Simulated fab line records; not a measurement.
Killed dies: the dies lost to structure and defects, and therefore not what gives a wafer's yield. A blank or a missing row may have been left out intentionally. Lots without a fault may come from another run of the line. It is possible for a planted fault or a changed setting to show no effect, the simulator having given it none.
Which tool is to blame? | flow n5Finfet | 24 lots with 72 wafers sampled at 6 steps, on a route of 1938 steps

WHAT EACH GAUGE READ, for each wafer
The record lacks any reading of a measuring or inspecting step that a usual standard deviation could be used to judge.

EACH LOT AND THE TOOL THAT RAN IT (in order: tool; ch and the chambers of the sampled wafers; start)
lot  | N5_FIN_CUT_PRECLEAN_35           | N5_STI_FIN_REVEAL_ALD_00        | N5_STI_FIN_REVEAL_RECESS_09      | N5_DUMMY_GATE_ETCH_36            | N5_DUMMY_GATE_STRIP_41           | N5_DUMMY_GATE_ETCH_23
L074 | vaporEtch-02 ch 0,1, day 2 05:10 | aldSin-02 ch 0,3, day 2 05:34   | vaporEtch-01 ch 0,1, day 2 11:34 | rieDiel-05 ch 0,1,2, day 2 23:41 | rieDiel-03 ch 1,3, day 3 00:03   | rieSi-06 ch 1,2,3, day 3 00:17
L075 | vaporEtch-02 ch 0,1, day 2 11:31 | aldSin-03 ch 1,2,3, day 2 12:42 | vaporEtch-01 ch 0,1, day 2 18:35 | rieDiel-04 ch 0,1,3, day 3 08:05 | rieDiel-05 ch 0,1,3, day 3 08:28 | rieSi-06 ch 0,1, day 3 08:41
L076 | vaporEtch-02 ch 0,1, day 2 16:31 | aldSin-02 ch 0,1, day 2 16:55   | vaporEtch-02 ch 0,1, day 2 23:23 | rieDiel-04 ch 0,2, day 3 11:08   | rieDiel-04 ch 1,3, day 3 11:30   | rieSi-02 ch 0,2, day 3 11:44
L077 | vaporEtch-01 ch 0,1, day 2 20:48 | aldSin-02 ch 1,2,3, day 2 21:12 | vaporEtch-01 ch 0,1, day 3 03:43 | rieDiel-03 ch 1,2,3, day 3 16:04 | rieDiel-05 ch 0,1,3, day 3 16:26 | rieSi-06 ch 0,1,2, day 3 16:40
L078 | vaporEtch-02 ch 1, day 3 03:28   | aldSin-03 ch 0,1, day 3 03:52   | vaporEtch-01 ch 0,1, day 3 09:47 | rieDiel-05 ch 2,3, day 3 22:05   | rieDiel-03 ch 0,1,3, day 3 22:32 | rieSi-02 ch 0,2,3, day 3 22:46
L079 | vaporEtch-01 ch 0,1, day 3 09:27 | aldSin-03 ch 1,2,3, day 3 10:04 | vaporEtch-02 ch 0,1, day 3 16:07 | rieDiel-04 ch 1,2,3, day 4 03:40 | rieDiel-05 ch 1,2,3, day 4 04:02 | rieSi-03 ch 0,1,3, day 4 04:16
L080 | vaporEtch-01 ch 0,1, day 3 15:40 | aldSin-04 ch 0,2, day 3 16:46   | vaporEtch-02 ch 1, day 3 22:41   | rieDiel-03 ch 0,1,2, day 4 10:51 | rieDiel-04 ch 0,3, day 4 11:13   | rieSi-06 ch 2,3, day 4 11:27
L081 | vaporEtch-01 ch 0,1, day 3 22:00 | aldSin-04 ch 1,2, day 3 22:24   | vaporEtch-01 ch 0,1, day 4 05:16 | rieDiel-03 ch 0,1,3, day 4 18:10 | rieDiel-04 ch 0,1,3, day 4 18:38 | rieSi-06 ch 0,1,3, day 4 18:53
L082 | vaporEtch-01 ch 0,1, day 4 04:50 | aldSin-04 ch 2,3, day 4 05:17   | vaporEtch-02 ch 0,1, day 4 11:32 | rieDiel-05 ch 1,3, day 4 23:54   | rieDiel-04 ch 0,1,2, day 5 00:16 | rieSi-02 ch 1,2, day 5 00:31
L083 | vaporEtch-01 ch 0,1, day 4 11:22 | aldSin-02 ch 0,1,3, day 4 12:11 | vaporEtch-02 ch 0,1, day 4 18:15 | rieDiel-03 ch 1,2,3, day 5 06:49 | rieDiel-03 ch 0,3, day 5 07:11   | rieSi-02 ch 0,1,2, day 5 07:25
L084 | vaporEtch-01 ch 0,1, day 4 18:47 | aldSin-02 ch 0,2,3, day 4 19:11 | vaporEtch-02 ch 0,1, day 5 01:07 | rieDiel-03 ch 0,1,2, day 5 14:37 | rieDiel-04 ch 0,1,2, day 5 15:04 | rieSi-02 ch 0,1,3, day 5 15:17
L085 | vaporEtch-01 ch 0,1, day 4 22:40 | aldSin-02 ch 0,3, day 4 23:08   | vaporEtch-02 ch 0,1, day 5 05:42 | rieDiel-05 ch 0,1,3, day 5 17:22 | rieDiel-05 ch 0,1,3, day 5 17:43 | rieSi-03 ch 0,1, day 5 17:58
L086 | vaporEtch-01 ch 0,1, day 5 05:04 | aldSin-03 ch 0,1,3, day 5 05:27 | vaporEtch-02 ch 0,1, day 5 11:55 | rieDiel-04 ch 0,1, day 5 23:10   | rieDiel-05 ch 1,2,3, day 5 23:34 | rieSi-06 ch 0,2, day 5 23:47
L087 | vaporEtch-02 ch 0,1, day 5 10:34 | aldSin-02 ch 1,2, day 5 11:44   | vaporEtch-01 ch 1, day 5 17:45   | rieDiel-04 ch 1,3, day 6 07:07   | rieDiel-03 ch 0,1,3, day 6 07:28 | rieSi-02 ch 0,3, day 6 07:43
L088 | vaporEtch-01 ch 0,1, day 5 15:49 | aldSin-04 ch 1,3, day 5 17:59   | vaporEtch-01 ch 0,1, day 6 00:36 | rieDiel-05 ch 0,2, day 6 12:03   | rieDiel-04 ch 0,1,2, day 6 12:25 | rieSi-02 ch 0,2,3, day 6 12:39
L089 | vaporEtch-02 ch 0,1, day 5 22:17 | aldSin-02 ch 0,1,3, day 5 22:44 | vaporEtch-01 ch 0,1, day 6 04:37 | rieDiel-05 ch 1,2,3, day 6 18:05 | rieDiel-05 ch 1,2,3, day 6 18:30 | rieSi-06 ch 0,1,2, day 6 18:44
L090 | vaporEtch-01 ch 0,1, day 6 03:45 | aldSin-02 ch 0,1,3, day 6 04:09 | vaporEtch-01 ch 0,1, day 6 10:13 | rieDiel-03 ch 0,3, day 6 21:54   | rieDiel-03 ch 1,2,3, day 6 22:16 | rieSi-02 ch 0,1, day 6 22:29
L091 | vaporEtch-02 ch 0,1, day 6 09:37 | aldSin-04 ch 0,1,2, day 6 11:52 | vaporEtch-01 ch 0,1, day 6 17:45 | rieDiel-03 ch 0,2, day 7 09:06   | rieDiel-05 ch 0,1,3, day 7 09:39 | rieSi-02 ch 0,1, day 7 09:53
L092 | vaporEtch-01 ch 0,1, day 6 16:56 | aldSin-04 ch 0,1,2, day 6 17:28 | vaporEtch-02 ch 0,1, day 6 23:22 | rieDiel-03 ch 0,2, day 7 10:59   | rieDiel-03 ch 0,1,3, day 7 11:21 | rieSi-03 ch 0,2, day 7 11:35
L093 | vaporEtch-02 ch 0,1, day 6 22:12 | aldSin-03 ch 0,2,3, day 6 22:41 | vaporEtch-01 ch 0,1, day 7 04:33 | rieDiel-04 ch 0,1,3, day 7 16:59 | rieDiel-04 ch 1,2,3, day 7 17:22 | rieSi-02 ch 0,2,3, day 7 17:35
L094 | vaporEtch-02 ch 0,1, day 7 09:25 | aldSin-02 ch 0,3, day 7 09:50   | vaporEtch-02 ch 0,1, day 7 15:42 | rieDiel-04 ch 1,3, day 8 03:26   | rieDiel-05 ch 0,3, day 8 03:49   | rieSi-06 ch 2,3, day 8 04:02
L095 | vaporEtch-01 ch 0,1, day 7 09:45 | aldSin-02 ch 0,1,3, day 7 10:11 | vaporEtch-01 ch 0,1, day 7 16:25 | rieDiel-04 ch 0,1,3, day 8 03:57 | rieDiel-03 ch 0,1,2, day 8 04:23 | rieSi-02 ch 1,2,3, day 8 04:37
L096 | vaporEtch-01 ch 0,1, day 7 15:47 | aldSin-04 ch 0,1,2, day 7 16:23 | vaporEtch-01 ch 0,1, day 7 22:15 | rieDiel-03 ch 0,2, day 8 11:14   | rieDiel-04 ch 0,1,3, day 8 11:35 | rieSi-03 ch 2,3, day 8 11:50
L097 | vaporEtch-02 ch 0, day 7 20:45   | aldSin-03 ch 0,1,2, day 7 21:10 | vaporEtch-02 ch 0,1, day 8 03:13 | rieDiel-05 ch 0,3, day 8 14:56   | rieDiel-05 ch 0,1,3, day 8 15:17 | rieSi-02 ch 0,1,3, day 8 15:32
- N5_FIN_CUT_PRECLEAN_35: cleans in vHF, time 13.3 s.
- N5_STI_FIN_REVEAL_ALD_00: deposits SiO2, target thk 1 nm, pulse time 1 s.
- N5_STI_FIN_REVEAL_RECESS_09: chemistry HF/NH3, target SiO2, afs cycles 11, target depth 42.5 nm, sublimation time 60 s.
- N5_DUMMY_GATE_ETCH_36: etches SiARC in CF4, target depth 13 nm.
- N5_DUMMY_GATE_STRIP_41: strips in O2.
- N5_DUMMY_GATE_ETCH_23: etches poly-Si in HBr/Cl2/O2, target depth 41 nm, time 22.3 s.

WHAT THE TOOLS THEMSELVES READ (means of the sampled wafers that have a number; where no wafer has one, the mark that the record gives instead)
N5_FIN_CUT_PRECLEAN_35. Usual: drypumpMotorCurrentA at 6.13 A, with a standard deviation of 0.19.
lot  | tool         | drypumpMotorCurrentA (A) | flag
L074 | vaporEtch-02 | 6.27                     | 
L075 | vaporEtch-02 | 6.27                     | 
L076 | vaporEtch-02 | 6.26                     | 
L077 | vaporEtch-01 | 6.15                     | 
L078 | vaporEtch-02 | 6.42                     | 
L079 | vaporEtch-01 | 6.10                     | 
L080 | vaporEtch-01 | 6.13                     | 
L081 | vaporEtch-01 | 6.07                     | 
L082 | vaporEtch-01 | 6.14                     | 
L083 | vaporEtch-01 | 6.09                     | 
L084 | vaporEtch-01 | 6.15                     | 
L085 | vaporEtch-01 | 6.13                     | 
L086 | vaporEtch-01 | 6.11                     | 
L087 | vaporEtch-02 | 6.25                     | 
L088 | vaporEtch-01 | 6.07                     | 
L089 | vaporEtch-02 | 6.26                     | 
L090 | vaporEtch-01 | 6.11                     | 
L091 | vaporEtch-02 | 6.08                     | 
L092 | vaporEtch-01 | 6.08                     | 
L093 | vaporEtch-02 | 6.05                     | 
L094 | vaporEtch-02 | 6.05                     | 
L095 | vaporEtch-01 | 6.11                     | 
L096 | vaporEtch-01 | 6.10                     | 
L097 | vaporEtch-02 | 5.88                     | 

N5_STI_FIN_REVEAL_ALD_00. Usual: heaterPowerOuterW 263 W, standard deviation 44; heaterPowerW 472 W, standard deviation 64; precursorPulseHeightRel 1.000, standard deviation 0.019.
lot  | tool      | heaterPowerOuterW (W) | heaterPowerW (W) | precursorPulseHeightRel | flag
L074 | aldSin-02 | 275                   | 486              | 1.006                   | 
L075 | aldSin-03 | 335                   | 563              | 1.006                   | 
L076 | aldSin-02 | 259                   | 484              | 1.000                   | 
L077 | aldSin-02 | 274                   | 485              | 0.999                   | 
L078 | aldSin-03 | 323                   | 558              | 0.984                   | 
L079 | aldSin-03 | 330                   | 574              | 1.010                   | 
L080 | aldSin-04 | 226                   | 416              | 1.020                   | 
L081 | aldSin-04 | 219                   | 396              | 0.975                   | 
L082 | aldSin-04 | 231                   | 406              | 0.991                   | 
L083 | aldSin-02 | 274                   | 484              | 0.995                   | 
L084 | aldSin-02 | 262                   | 467              | 0.989                   | 
L085 | aldSin-02 | 257                   | 483              | 1.006                   | 
L086 | aldSin-03 | 294                   | 505              | 1.003                   | 
L087 | aldSin-02 | 269                   | 483              | 1.007                   | 
L088 | aldSin-04 | 222                   | 409              | 1.002                   | 
L089 | aldSin-02 | 274                   | 485              | 1.030                   | 
L090 | aldSin-02 | 270                   | 492              | 1.000                   | 
L091 | aldSin-04 | 225                   | 418              | 1.012                   | 
L092 | aldSin-04 | 225                   | 418              | 1.010                   | 
L093 | aldSin-03 | 276                   | 474              | 1.000                   | 
L094 | aldSin-02 | 256                   | 475              | 0.998                   | 
L095 | aldSin-02 | 275                   | 489              | 1.002                   | 
L096 | aldSin-04 | 225                   | 424              | 0.998                   | 
L097 | aldSin-03 | 299                   | 522              | 0.987                   | 

N5_STI_FIN_REVEAL_RECESS_09. Usual: drypumpMotorCurrentA at 6.14 A, with a standard deviation of 0.19.
lot  | tool         | drypumpMotorCurrentA (A) | flag
L074 | vaporEtch-01 | 6.14                     | 
L075 | vaporEtch-01 | 6.12                     | 
L076 | vaporEtch-02 | 6.07                     | 
L077 | vaporEtch-01 | 6.08                     | 
L078 | vaporEtch-01 | 6.05                     | 
L079 | vaporEtch-02 | 6.06                     | 
L080 | vaporEtch-02 | 6.44                     | 
L081 | vaporEtch-01 | 6.13                     | 
L082 | vaporEtch-02 | 6.24                     | 
L083 | vaporEtch-02 | 6.07                     | 
L084 | vaporEtch-02 | 6.07                     | 
L085 | vaporEtch-02 | 6.26                     | 
L086 | vaporEtch-02 | 6.26                     | 
L087 | vaporEtch-01 | 6.17                     | 
L088 | vaporEtch-01 | 6.08                     | 
L089 | vaporEtch-01 | 6.14                     | 
L090 | vaporEtch-01 | 6.10                     | 
L091 | vaporEtch-01 | 6.09                     | 
L092 | vaporEtch-02 | 6.24                     | 
L093 | vaporEtch-01 | 6.13                     | 
L094 | vaporEtch-02 | 6.07                     | 
L095 | vaporEtch-01 | 6.12                     | 
L096 | vaporEtch-01 | 6.09                     | 
L097 | vaporEtch-02 | 6.08                     | 

N5_DUMMY_GATE_ETCH_36. Usual: cf4FlowSccm 99.96 sccm, standard deviation 0.27; drypumpMotorCurrentA 5.85 A, standard deviation 0.24; oesProductAu 0.76 a.u., standard deviation 0.065; rfVppV 183.7 V, standard deviation 1.1; showerheadPlenumPTorr 2.11 Torr, standard deviation 0.069; throttleValvePct 15.72 %, standard deviation 0.17.
lot  | tool       | cf4FlowSccm (sccm) | drypumpMotorCurrentA (A) | oesProductAu (a.u.) | rfVppV (V) | showerheadPlenumPTorr (Torr) | throttleValvePct (%) | flag
L074 | rieDiel-05 | 99.96              | 5.78                     | 0.79                | 185.1      | 2.18                         | 15.73                | 
L075 | rieDiel-04 | 99.81              | 5.91                     | 0.81                | 183.6      | 2.11                         | 15.59                | 
L076 | rieDiel-04 | 99.79              | 5.57                     | 0.74                | 182.8      | 2.05                         | 15.68                | 
L077 | rieDiel-03 | 100.20             | 5.71                     | 0.76                | 183.6      | 2.11                         | 15.69                | 
L078 | rieDiel-05 | 99.91              | 5.94                     | 0.82                | 183.8      | 2.14                         | 15.70                | 
L079 | rieDiel-04 | 100.00             | 5.94                     | 0.79                | 183.8      | 2.09                         | 15.61                | 
L080 | rieDiel-03 | 100.26             | 5.85                     | 0.77                | 183.1      | 2.15                         | 15.73                | 
L081 | rieDiel-03 | 100.06             | 5.88                     | 0.74                | 183.4      | 2.08                         | 15.75                | 
L082 | rieDiel-05 | 99.91              | 5.90                     | 0.74                | 183.7      | 2.09                         | 15.73                | 
L083 | rieDiel-03 | 99.70              | 5.68                     | 0.76                | 182.7      | 2.11                         | 15.70                | 
L084 | rieDiel-03 | 100.25             | 5.85                     | 0.76                | 185.3      | 2.15                         | 15.74                | 
L085 | rieDiel-05 | 100.02             | 5.83                     | 0.72                | 183.1      | 2.11                         | 15.82                | 
L086 | rieDiel-04 | 100.06             | 5.69                     | 0.78                | 183.5      | 2.07                         | 15.56                | 
L087 | rieDiel-04 | 99.78              | 6.08                     | 0.82                | 183.3      | 2.11                         | 15.51                | 
L088 | rieDiel-05 | 99.74              | 5.82                     | 0.84                | 185.0      | 2.22                         | 15.77                | 
L089 | rieDiel-05 | 99.94              | 5.83                     | 0.78                | 183.9      | 2.15                         | 15.71                | 
L090 | rieDiel-03 | 100.03             | 6.10                     | 0.72                | 183.7      | 2.10                         | 15.80                | 
L091 | rieDiel-03 | 99.91              | 5.89                     | 0.76                | 183.7      | 2.19                         | 15.75                | 
L092 | rieDiel-03 | 100.14             | 6.09                     | 0.74                | 184.8      | 2.16                         | 15.78                | 
L093 | rieDiel-04 | 100.21             | 5.92                     | 0.78                | 183.1      | 2.09                         | 15.65                | 
L094 | rieDiel-04 | 99.78              | 6.06                     | 0.82                | 184.1      | 2.10                         | 15.52                | 
L095 | rieDiel-04 | 100.05             | 5.93                     | 0.77                | 183.1      | 2.09                         | 15.65                | 
L096 | rieDiel-03 | 99.84              | 6.08                     | 0.74                | 184.4      | 2.16                         | 15.80                | 
L097 | rieDiel-05 | 100.18             | 5.88                     | 0.71                | 183.6      | 2.10                         | 15.97                | 

N5_DUMMY_GATE_STRIP_41. Usual: drypumpMotorCurrentA 5.83 A, standard deviation 0.23; oesProductAu 0.76 a.u., standard deviation 0.066; rfVppV 3.7 V, standard deviation 0.48; showerheadPlenumPTorr 2.07 Torr, standard deviation 0.079; throttleValvePct 16.78 %, standard deviation 0.17.
lot  | tool       | drypumpMotorCurrentA (A) | oesProductAu (a.u.) | rfVppV (V) | showerheadPlenumPTorr (Torr) | throttleValvePct (%) | flag
L074 | rieDiel-03 | 5.64                     | 0.77                | 3.3        | 2.02                         | 16.74                | 
L075 | rieDiel-05 | 5.83                     | 0.73                | 3.2        | 2.06                         | 16.85                | 
L076 | rieDiel-04 | 6.15                     | 0.82                | 3.3        | 2.08                         | 16.69                | 
L077 | rieDiel-05 | 5.84                     | 0.73                | 3.5        | 2.06                         | 16.86                | 
L078 | rieDiel-03 | 5.89                     | 0.74                | 3.7        | 2.04                         | 16.81                | 
L079 | rieDiel-05 | 5.83                     | 0.79                | 3.9        | 2.12                         | 16.75                | 
L080 | rieDiel-04 | 5.99                     | 0.76                | 4.0        | 2.06                         | 16.79                | 
L081 | rieDiel-04 | 5.90                     | 0.80                | 3.7        | 2.05                         | 16.62                | 
L082 | rieDiel-04 | 5.72                     | 0.78                | 3.7        | 2.01                         | 16.56                | 
L083 | rieDiel-03 | 5.97                     | 0.71                | 4.3        | 2.03                         | 16.85                | 
L084 | rieDiel-04 | 5.74                     | 0.77                | 3.6        | 2.01                         | 16.58                | 
L085 | rieDiel-05 | 5.82                     | 0.73                | 3.6        | 2.06                         | 16.88                | 
L086 | rieDiel-05 | 5.82                     | 0.79                | 4.1        | 2.11                         | 16.78                | 
L087 | rieDiel-03 | 5.86                     | 0.73                | 4.2        | 2.03                         | 16.84                | 
L088 | rieDiel-04 | 5.70                     | 0.76                | 3.2        | 2.00                         | 16.59                | 
L089 | rieDiel-05 | 5.83                     | 0.78                | 3.8        | 2.11                         | 16.80                | 
L090 | rieDiel-03 | 5.68                     | 0.74                | 3.9        | 2.07                         | 16.81                | 
L091 | rieDiel-05 | 5.83                     | 0.72                | 3.6        | 2.05                         | 16.89                | 
L092 | rieDiel-03 | 5.90                     | 0.73                | 3.7        | 2.03                         | 16.86                | 
L093 | rieDiel-04 | 5.94                     | 0.77                | 3.6        | 2.03                         | 16.69                | 
L094 | rieDiel-05 | 5.94                     | 0.73                | 4.4        | 2.03                         | 16.94                | 
L095 | rieDiel-03 | 5.85                     | 0.75                | 3.9        | 2.10                         | 16.87                | 
L096 | rieDiel-04 | 5.91                     | 0.78                | 3.3        | 2.04                         | 16.68                | 
L097 | rieDiel-05 | 5.82                     | 0.70                | 3.5        | 2.05                         | 16.93                | 

N5_DUMMY_GATE_ETCH_23. Usual: drypumpMotorCurrentA 5.6 A, standard deviation 0.41; oesProductAu 1.004 a.u., standard deviation 0.017; throttleValvePct 37.27 %, standard deviation 0.27.
lot  | tool     | drypumpMotorCurrentA (A) | oesProductAu (a.u.) | throttleValvePct (%) | flag
L074 | rieSi-06 | 5.9                      | 1.010               | 37.42                | 
L075 | rieSi-06 | 5.6                      | 1.017               | 37.22                | 
L076 | rieSi-02 | 5.1                      | 0.999               | 37.13                | 
L077 | rieSi-06 | 5.6                      | 1.017               | 37.41                | 
L078 | rieSi-02 | 5.4                      | 0.987               | 37.17                | 
L079 | rieSi-03 | 5.7                      | 1.006               | 37.05                | 
L080 | rieSi-06 | 6.1                      | 1.000               | 37.46                | 
L081 | rieSi-06 | 5.8                      | 1.019               | 37.29                | 
L082 | rieSi-02 | 5.6                      | 0.999               | 37.42                | 
L083 | rieSi-02 | 5.4                      | 1.000               | 37.20                | 
L084 | rieSi-02 | 5.7                      | 0.991               | 37.23                | 
L085 | rieSi-03 | 5.9                      | 0.999               | 37.20                | 
L086 | rieSi-06 | 5.6                      | 1.011               | 37.51                | 
L087 | rieSi-02 | 5.7                      | 0.980               | 37.21                | 
L088 | rieSi-02 | 5.4                      | 0.991               | 37.17                | 
L089 | rieSi-06 | 5.6                      | 1.017               | 37.42                | 
L090 | rieSi-02 | 5.4                      | 0.983               | 37.05                | 
L091 | rieSi-02 | 5.4                      | 0.989               | 37.06                | 
L092 | rieSi-03 | 5.9                      | 0.997               | 37.06                | 
L093 | rieSi-02 | 5.4                      | 1.000               | 37.16                | 
L094 | rieSi-06 | 6.1                      | 1.015               | 37.47                | 
L095 | rieSi-02 | 5.6                      | 0.996               | 37.38                | 
L096 | rieSi-03 | 5.8                      | 1.010               | 36.92                | 
L097 | rieSi-02 | 5.7                      | 0.988               | 37.24                | 

THE ANSWER, worked out from the rows above alone
Rule: lot off if the mean of its wafers having a number is beyond 3 standard deviations from the usual mean. Also off: a lot with no number at a reading for which 4 or more lots have one. Any other lot the step has rows for is counted as sound. First the gauges in route order, then the tools' own readings, where a lot's mean is used as printed above. The first step at which some lot is off is used, and at that step the reading that is off furthest; a lot without a number counts as furthest.
No lot is off on any of the readings shown, so nothing can be concluded from this.

WHAT THE SIMULATOR HAD INSERTED
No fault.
